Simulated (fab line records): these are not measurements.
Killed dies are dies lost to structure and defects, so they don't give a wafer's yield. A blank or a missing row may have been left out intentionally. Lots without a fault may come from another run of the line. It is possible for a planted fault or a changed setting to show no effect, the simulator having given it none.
What tool caused it? ; flow nand_harc ; 39 wafers from 13 lots sampled at 5 of the route's 1302 steps

== WHAT THE GAUGES SHOWED, per wafer ==
NHARC_A_SOURCE_PLATE_THK_MEAS_06: measures by ellipsometry.
lot;measured;on;thk_nm (nm)
L962;day 8 00:18;film_metro-02;199.7 198.5 201.8
L964;day 8 22:26;film_metro-01;194.0 197.0 196.9
L966;day 9 20:47;film_metro-01;198.9 198.7 196.8
L967;day 10 14:34;film_metro-01;205.9 204.4 204.9
L968;day 10 14:34;film_metro-02;202.0 201.8 201.5
L970;day 11 17:04;film_metro-01;197.0 196.5 195.8
L973;day 12 17:43;film_metro-01;201.9 201.1 200.1
L979;day 15 01:21;film_metro-01;198.4 198.7 199.3
L980;day 15 13:20;film_metro-02;199.3 201.8 202.7
L981;day 16 00:34;film_metro-01;200.3 201.0 201.9
L982;day 16 04:17;film_metro-01;200.9 201.7 201.1
L983;day 16 17:13;film_metro-01;202.2 199.3 197.5
L984;day 17 02:38;film_metro-01;199.8 200.4 200.5

NHARC_A_ONON_D1_THK_MEAS_14: measures by ellipsometry.
lot;measured;on;thk_nm (nm)
L962;day 8 03:13;film_metro-01;995 992 992
L964;day 9 01:21;film_metro-01;987 985 985
L966;day 9 23:43;film_metro-02;1013 1014 1012
L967;day 10 17:29;film_metro-01;994 995 993
L968;day 10 17:28;film_metro-01;994 995 996
L970;day 11 19:58;film_metro-02;989 988 989
L973;day 12 20:38;film_metro-01;980 979 979
L979;day 15 04:16;film_metro-02;1015 1012 1014
L980;day 15 16:14;film_metro-01;999 997 997
L981;day 16 03:31;film_metro-01;995 992 994
L982;day 16 07:14;film_metro-01;1004 1003 1003
L983;day 16 20:08;film_metro-01;980 981 982
L984;day 17 05:33;film_metro-02;996 994 996

NHARC_A_ONON_D1_THK_MEAS_30: measures by ellipsometry.
lot;measured;on;thk_nm (nm)
L962;day 8 13:11;film_metro-01;987 989 986
L964;day 9 11:23;film_metro-01;1012 1011 1011
L966;day 10 09:42;film_metro-01;988 988 989
L967;day 11 03:23;film_metro-02;986 987 987
L968;day 11 03:21;film_metro-01;990 989 991
L970;day 12 06:01;film_metro-02;1005 1006 1005
L973;day 13 06:40;film_metro-02;623 991 991
L979;day 15 16:22;film_metro-01;1003 1002 1003
L980;day 16 02:17;film_metro-02;1002 1002 1003
L981;day 16 13:35;film_metro-02;1007 1005 1008
L982;day 16 17:17;film_metro-01;994 993 996
L983;day 17 06:10;film_metro-01;1007 1004 1006
L984;day 17 19:01;film_metro-02;987 986 984

== EACH LOT AND THE TOOL THAT RAN IT (in order: tool; ch and the chambers of the sampled wafers; start) ==
lot;NHARC_A_ZERO_WELL_DESCUM_12;NHARC_A_ONON_D1_DEP_28
L962;rie_diel-13 ch 2,3, day 7 01:10;pecvd_onon-04 ch 0, day 8 12:41
L964;rie_diel-11 ch 1,2,3, day 8 01:15;pecvd_onon-04 ch 0, day 9 10:52
L966;rie_diel-13 ch 1,2,3, day 8 23:10;pecvd_onon-01 ch 0, day 10 09:15
L967;rie_diel-13 ch 0,1,2, day 9 18:02;pecvd_onon-01 ch 0, day 11 02:52
L968;rie_diel-11 ch 0,3, day 9 18:47;pecvd_onon-02 ch 0, day 11 02:51
L970;rie_diel-13 ch 0,1,3, day 10 20:35;pecvd_onon-04 ch 0, day 12 05:30
L973;rie_diel-13 ch 1,2,3, day 11 20:16;pecvd_onon-02 ch 0, day 13 06:10
L979;rie_diel-13 ch 0,2, day 14 01:42;pecvd_onon-01 ch 0, day 15 15:52
L980;rie_diel-13 ch 1,2, day 14 14:11;pecvd_onon-02 ch 0, day 16 01:58
L981;rie_diel-13 ch 0,2,3, day 15 02:46;pecvd_onon-01 ch 0, day 16 13:05
L982;rie_diel-11 ch 1,3, day 15 06:43;pecvd_onon-01 ch 0, day 16 16:53
L983;rie_diel-11 ch 1,2,3, day 15 16:39;pecvd_onon-02 ch 0, day 17 05:39
L984;rie_diel-10 ch 1,2,3, day 16 05:29;pecvd_onon-01 ch 0, day 17 18:38
- NHARC_A_ZERO_WELL_DESCUM_12: chemistry O2, time 3 s.
- NHARC_A_ONON_D1_DEP_28: target thk 1000 nm.

== AS READ BY THE TOOLS THEMSELVES (means over the sampled wafers that have a number; for cases with no such wafer, the mark the record gives instead) ==
NHARC_A_ZERO_WELL_DESCUM_12.
lot;tool;drypump_motor_current_A (A);o2_flow_sccm (sccm);oes_product_au (a.u.);rf_vpp_V (V);showerhead_plenum_p_Torr (Torr);throttle_valve_pct (%)
L962;rie_diel-13;5.4;199.9;0.999;58.1;2.04;11.316
L964;rie_diel-11;5.7;200.3;1.004;58.3;1.91;11.308
L966;rie_diel-13;5.5;199.8;1.006;58.6;1.98;11.301
L967;rie_diel-13;5.7;199.9;1.003;57.8;1.94;11.315
L968;rie_diel-11;5.7;199.5;0.996;57.8;1.94;11.310
L970;rie_diel-13;5.6;200.4;1.005;57.4;1.95;11.320
L973;rie_diel-13;5.6;200.0;0.999;58.6;1.98;11.307
L979;rie_diel-13;5.7;199.7;0.983;57.9;1.99;11.310
L980;rie_diel-13;5.7;199.7;1.004;57.8;1.97;11.312
L981;rie_diel-13;5.5;200.7;0.991;57.9;2.00;11.314
L982;rie_diel-11;5.2;199.8;1.001;58.4;1.97;11.318
L983;rie_diel-11;5.7;199.8;1.013;58.0;1.90;11.315
L984;rie_diel-10;5.7;199.9;0.998;58.1;1.96;11.312

== THE ANSWER, worked out from the rows above alone ==
Rule: the lots themselves supply what counts as usual. The widest of any qualifying gaps counts: lots, ordered by their means at a reading, are off when they make up no more than a third of the lots, leave a main group of 4 or more, and stand apart from it by 3 or more times the standard deviation of that group's means. A main group whose means are all the same, to the digits that the tables above print for the reading, isn't used. Also off: a lot with no number at a reading for which 4 or more lots have one. Where the step has rows for the other lots, those lots are counted as sound. After the gauges, taken in route order, come the tools' own readings; for these a lot's mean is taken, as printed above. At the first step where some lot is off, the reading lying furthest off is the one used; lots without a number count as furthest.
Off: L973, at NHARC_A_ONON_D1_THK_MEAS_30 (thk_nm). Main group: mean 997 nm, sd 9.
A tool fits if, at a process step before that reading, it ran every lot that is off, and no sound lot after the first of them. Those tools and the gauges at NHARC_A_ONON_D1_THK_MEAS_30 are tried in the same way. Of those tried, none fits.

== WHAT THE SIMULATOR HAD INSERTED ==
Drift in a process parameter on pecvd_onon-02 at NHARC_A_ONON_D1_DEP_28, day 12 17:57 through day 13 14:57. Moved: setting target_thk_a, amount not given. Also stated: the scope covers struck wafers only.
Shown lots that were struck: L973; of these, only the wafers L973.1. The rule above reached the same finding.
